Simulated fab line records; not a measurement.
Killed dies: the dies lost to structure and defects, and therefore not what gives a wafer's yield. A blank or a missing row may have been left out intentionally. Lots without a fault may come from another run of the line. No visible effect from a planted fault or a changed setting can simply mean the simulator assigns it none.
What tool caused it?	flow nand_harc	Sampling: 14 lots, 42 wafers, 2 of 1302 route steps

== WHAT THE GAUGES SHOWED, per wafer ==
NHARC_P_M2_OVL_MEAS_10: pitch 340 nm.
lot	measured	on	overlay_x_nm (nm)	overlay_y_nm (nm)
L712	day 6 15:08	overlay-02	-0.5 -0.7 -0.3	0.1 -0.4 -0.8
L713	day 6 17:13	overlay-01	0.8 0.4 0.8	-0.1 -0.1 -0.1
L715	day 7 11:54	overlay-02	-1.0 -0.8 -0.8	-1.3 -0.8 -0.5
L716	day 7 21:48	overlay-02	- - -	- - -
L717	day 8 13:52	overlay-01	- - -	- - -
L724	day 11 08:03	overlay-02	-0.4 -0.1 -0.7	0.3 -0.1 0.7
L727	day 12 12:08	overlay-02	-0.6 -0.3 -0.2	0.3 0.5 0.2
L726	day 12 12:52	overlay-01	-0.3 0.2 0.0	0.4 0.2 0.6
L728	day 12 22:19	overlay-02	-1.1 -0.6 -0.9	0.2 -0.1 -0.2
L729	day 13 10:13	overlay-02	-0.3 -0.8 -0.4	0.0 0.4 -0.1
L730	day 13 22:10	overlay-01	0.1 0.0 0.1	0.8 1.3 0.5
L731	day 14 06:48	overlay-01	1.2 1.8 1.4	-0.7 -1.9 -2.2
L734	day 15 16:08	overlay-02	-1.4 -1.2 -1.2	-2.0 -1.5 -2.0
L735	day 16 11:02	overlay-01	0.4 0.9 0.1	1.6 1.8 1.3

== TOOL THAT RAN EACH LOT (tool first, then ch and the chambers of the sampled wafers, then the start) ==
lot	NHARC_P_M2_EXPOSE_06
L712	arfi_scanner-03 ch 0, day 6 14:55
L713	arfi_scanner-03 ch 0, day 6 16:58
L715	arfi_scanner-01 ch 0, day 7 11:40
L716	arfi_scanner-03, day 7 21:35
L717	arfi_scanner-01, day 8 13:38
L724	arfi_scanner-03 ch 0, day 11 07:49
L727	arfi_scanner-03 ch 0, day 12 11:54
L726	arfi_scanner-01 ch 0, day 12 12:38
L728	arfi_scanner-03 ch 0, day 12 22:05
L729	arfi_scanner-01 ch 0, day 13 10:00
L730	arfi_scanner-02 ch 0, day 13 21:56
L731	arfi_scanner-03 ch 0, day 14 06:34
L734	arfi_scanner-02 ch 0, day 15 15:55
L735	arfi_scanner-01 ch 0, day 16 10:49
- NHARC_P_M2_EXPOSE_06: exposes mask P M2, target cd 170 nm.

== WHAT THE TOOLS THEMSELVES READ (means of the sampled wafers that have a number; where no wafer has one, the mark that the record gives instead) ==
NHARC_P_M2_EXPOSE_06.
lot	tool	exposure_dose_mJ_cm2	focus_offset_nm (nm)
L712	arfi_scanner-03	80.78	0.5
L713	arfi_scanner-03	80.87	0.5
L715	arfi_scanner-01	80.80	-0.1
L716	arfi_scanner-03	-	-
L717	arfi_scanner-01	-	-
L724	arfi_scanner-03	80.75	-0.2
L727	arfi_scanner-03	80.77	0.4
L726	arfi_scanner-01	80.79	0.2
L728	arfi_scanner-03	80.89	-0.2
L729	arfi_scanner-01	80.81	0.3
L730	arfi_scanner-02	80.75	-0.3
L731	arfi_scanner-03	80.68	0.4
L734	arfi_scanner-02	80.82	-0.2
L735	arfi_scanner-01	80.80	0.2

== THE ANSWER, worked out from the rows above alone ==
Rule: usual is defined by the lots themselves. The widest of any qualifying gaps counts: lots, ordered by their means at a reading, are off when they make up no more than a third of the lots, leave a main group of 4 or more, and stand apart from it by 3 or more times the standard deviation of that group's means. A main group is skipped when, at the precision printed for the reading in the tables above, its means are all equal. A lot without any number at a reading at which 4 lots or more have one is off too. Any other lot the step has rows for is counted as sound. The gauges are gone through in route order, then the tools' own readings, and for those a lot's mean is taken as printed above. At the first step where some lot is off, the reading lying furthest off is the one used; lots without a number count as furthest.
Off, at NHARC_P_M2_OVL_MEAS_10 on overlay_x_nm: L716, L717. Without a number there: L716, L717. For the main group the mean is -0.2 nm and the standard deviation 0.73.
If a tool, at a process step before that reading, ran all the lots that are off and no sound lot after the first of them, it fits. The gauges at NHARC_P_M2_OVL_MEAS_10 aren't tried: what is off there is off at NHARC_P_M2_EXPOSE_06 too, on other tools, and a gauge's error can't cause that. None of those tried fits.

== WHAT WAS PUT IN BY THE SIMULATOR ==
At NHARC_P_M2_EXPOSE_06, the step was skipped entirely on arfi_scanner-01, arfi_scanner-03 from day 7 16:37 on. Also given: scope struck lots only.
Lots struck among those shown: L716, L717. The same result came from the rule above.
